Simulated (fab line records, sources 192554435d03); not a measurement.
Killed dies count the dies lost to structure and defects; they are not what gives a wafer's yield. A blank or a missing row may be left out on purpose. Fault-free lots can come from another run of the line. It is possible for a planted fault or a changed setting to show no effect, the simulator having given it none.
Split-lot experiment / flow n5Finfet / 21 wafers read from 7 lots, route of 1938 steps

== SPLIT DETAILS ==
At N5_BEOL_M1_COAT_05 (resist thk 30 nm), the setting spinRpm was moved away from the recipe's 1500 rpm on 8 of the 21 wafers read, by -11.1% to +7.0%. The other wafers ran this setting at the recipe's value.

== FROM THE SPLIT TO THE READING: what the file shows between them, 6 steps ==
- N5_BEOL_M1_EBR_07
- N5_BEOL_M1_SOFTBAKE_06: time 60 s
- N5_BEOL_M1_EXPOSE_08: exposes mask M1
- N5_BEOL_M1_PEB_09: peb time 60 s
- N5_BEOL_M1_DEVELOP_10: develop time 30 s
- N5_BEOL_M1_DESCUM_16: chemistry O2, time 7 s

== THE READING ==
CAR-EUV_of_BEOL_M1_COAT_05.thkNm (the simulator's own value, which no gauge read), in nm, at N5_BEOL_M1_ETCH_74 (etches underlayer in N2/H2, target depth 6.5 nm, time 5.2 s). There is no usual value for it anywhere in the file. Average 20.3 nm, standard deviation 0.1 nm, over the 13 wafers here run with the recipe.

wafer=L078.1; tool, chamber at the split=lithoTrack-05, 0; spinRpm as run, rpm=1500; against the recipe=recipe; CAR-EUV_of_BEOL_M1_COAT_05.thkNm, nm=20.2; against lot-mates on the recipe=-
wafer=L078.5; tool, chamber at the split=lithoTrack-05, 0; spinRpm as run, rpm=1500; against the recipe=recipe; CAR-EUV_of_BEOL_M1_COAT_05.thkNm, nm=20.2; against lot-mates on the recipe=-
wafer=L078.6; tool, chamber at the split=lithoTrack-05, 0; spinRpm as run, rpm=1334; against the recipe=-11.1%; CAR-EUV_of_BEOL_M1_COAT_05.thkNm, nm=22.2; against lot-mates on the recipe=+2.0
wafer=L079.1; tool, chamber at the split=lithoTrack-05, 0; spinRpm as run, rpm=1605; against the recipe=+7.0%; CAR-EUV_of_BEOL_M1_COAT_05.thkNm, nm=19.2; against lot-mates on the recipe=-1.0
wafer=L079.5; tool, chamber at the split=lithoTrack-05, 0; spinRpm as run, rpm=1605; against the recipe=+7.0%; CAR-EUV_of_BEOL_M1_COAT_05.thkNm, nm=19.2; against lot-mates on the recipe=-1.0
wafer=L079.3; tool, chamber at the split=lithoTrack-05, 0; spinRpm as run, rpm=1500; against the recipe=recipe; CAR-EUV_of_BEOL_M1_COAT_05.thkNm, nm=20.2; against lot-mates on the recipe=-
wafer=L085.1; tool, chamber at the split=lithoTrack-05, 0; spinRpm as run, rpm=1500; against the recipe=recipe; CAR-EUV_of_BEOL_M1_COAT_05.thkNm, nm=20.4; against lot-mates on the recipe=-
wafer=L085.6; tool, chamber at the split=lithoTrack-05, 0; spinRpm as run, rpm=1500; against the recipe=recipe; CAR-EUV_of_BEOL_M1_COAT_05.thkNm, nm=20.4; against lot-mates on the recipe=-
wafer=L085.5; tool, chamber at the split=lithoTrack-05, 0; spinRpm as run, rpm=1571; against the recipe=+4.7%; CAR-EUV_of_BEOL_M1_COAT_05.thkNm, nm=19.6; against lot-mates on the recipe=-0.8
wafer=L087.1; tool, chamber at the split=lithoTrack-03, 0; spinRpm as run, rpm=1500; against the recipe=recipe; CAR-EUV_of_BEOL_M1_COAT_05.thkNm, nm=20.4; against lot-mates on the recipe=-
wafer=L087.5; tool, chamber at the split=lithoTrack-03, 0; spinRpm as run, rpm=1430; against the recipe=-4.7%; CAR-EUV_of_BEOL_M1_COAT_05.thkNm, nm=21; against lot-mates on the recipe=+0.6
wafer=L087.6; tool, chamber at the split=lithoTrack-03, 0; spinRpm as run, rpm=1430; against the recipe=-4.7%; CAR-EUV_of_BEOL_M1_COAT_05.thkNm, nm=21; against lot-mates on the recipe=+0.6
wafer=L090.2; tool, chamber at the split=lithoTrack-04, 0; spinRpm as run, rpm=1378; against the recipe=-8.1%; CAR-EUV_of_BEOL_M1_COAT_05.thkNm, nm=21.6; against lot-mates on the recipe=+1.3
wafer=L090.4; tool, chamber at the split=lithoTrack-04, 0; spinRpm as run, rpm=1500; against the recipe=recipe; CAR-EUV_of_BEOL_M1_COAT_05.thkNm, nm=20.4; against lot-mates on the recipe=-
wafer=L090.5; tool, chamber at the split=lithoTrack-04, 0; spinRpm as run, rpm=1500; against the recipe=recipe; CAR-EUV_of_BEOL_M1_COAT_05.thkNm, nm=20.2; against lot-mates on the recipe=-
wafer=L092.2; tool, chamber at the split=lithoTrack-04, 0; spinRpm as run, rpm=1500; against the recipe=recipe; CAR-EUV_of_BEOL_M1_COAT_05.thkNm, nm=20.4; against lot-mates on the recipe=-
wafer=L092.5; tool, chamber at the split=lithoTrack-04, 0; spinRpm as run, rpm=1500; against the recipe=recipe; CAR-EUV_of_BEOL_M1_COAT_05.thkNm, nm=20.4; against lot-mates on the recipe=-
wafer=L092.6; tool, chamber at the split=lithoTrack-04, 0; spinRpm as run, rpm=1500; against the recipe=recipe; CAR-EUV_of_BEOL_M1_COAT_05.thkNm, nm=20.2; against lot-mates on the recipe=-
wafer=L096.1; tool, chamber at the split=lithoTrack-05, 0; spinRpm as run, rpm=1429; against the recipe=-4.7%; CAR-EUV_of_BEOL_M1_COAT_05.thkNm, nm=21; against lot-mates on the recipe=+0.8
wafer=L096.3; tool, chamber at the split=lithoTrack-05, 0; spinRpm as run, rpm=1500; against the recipe=recipe; CAR-EUV_of_BEOL_M1_COAT_05.thkNm, nm=20.2; against lot-mates on the recipe=-
wafer=L096.4; tool, chamber at the split=lithoTrack-05, 0; spinRpm as run, rpm=1500; against the recipe=recipe; CAR-EUV_of_BEOL_M1_COAT_05.thkNm, nm=20.2; against lot-mates on the recipe=-

THE FIT
A straight line over all 21 wafers: CAR-EUV_of_BEOL_M1_COAT_05.thkNm changes by -0.16 nm for each +1% of spinRpm; r = -0.99; the points scatter about the line by 0.091 nm.
The same after taking each lot's own level away (the mean of its wafers on the recipe; 21 wafers): -0.159 nm for each +1%; r = -0.99; scatter 0.095 nm.
The reading moves by 1.8 nm for the largest change in spinRpm, on that fit.
The span of the lots' own levels, 20.20 to 20.40 nm, comes to 2.0 times the standard deviation stated above.
Hence the lot-to-lot level has little effect on the slope; both slopes agree.
Check: +1.65 nm against its lot-mates is what the line predicts for one of the wafers moved furthest among these (-11.1%) when that wafer is left out of the fit. It came out at +2 nm against them.

== THE WHOLE CHAIN: every reading that the file lists as answering this split, in the file's order ==
step=N5_BEOL_M1_COAT_05; what it does=resist thk 30 nm; reading=CAR-EUV_of_BEOL_M1_COAT_05.thkNm (the simulator's own value, which no gauge read); change (the file's fit)=-0.154 nm for each +1% of the setting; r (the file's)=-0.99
step=N5_BEOL_M1_DEVELOP_10; what it does=develop time 30 s; reading=CAR-EUV_of_BEOL_M1_COAT_05.thkNm (the simulator's own value, which no gauge read); change (the file's fit)=-0.163 nm for each +1% of the setting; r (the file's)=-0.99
step=N5_BEOL_M1_ETCH_74; what it does=etches underlayer in N2/H2, target depth 6.5 nm, time 5.2 s; reading=CAR-EUV_of_BEOL_M1_COAT_05.thkNm (the simulator's own value, which no gauge read); change (the file's fit)=-0.165 nm for each +1% of the setting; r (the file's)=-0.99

== FILE'S OWN FIT ==
CAR-EUV_of_BEOL_M1_COAT_05.thkNm changes by -0.165 nm for each +1% of spinRpm, r = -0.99.
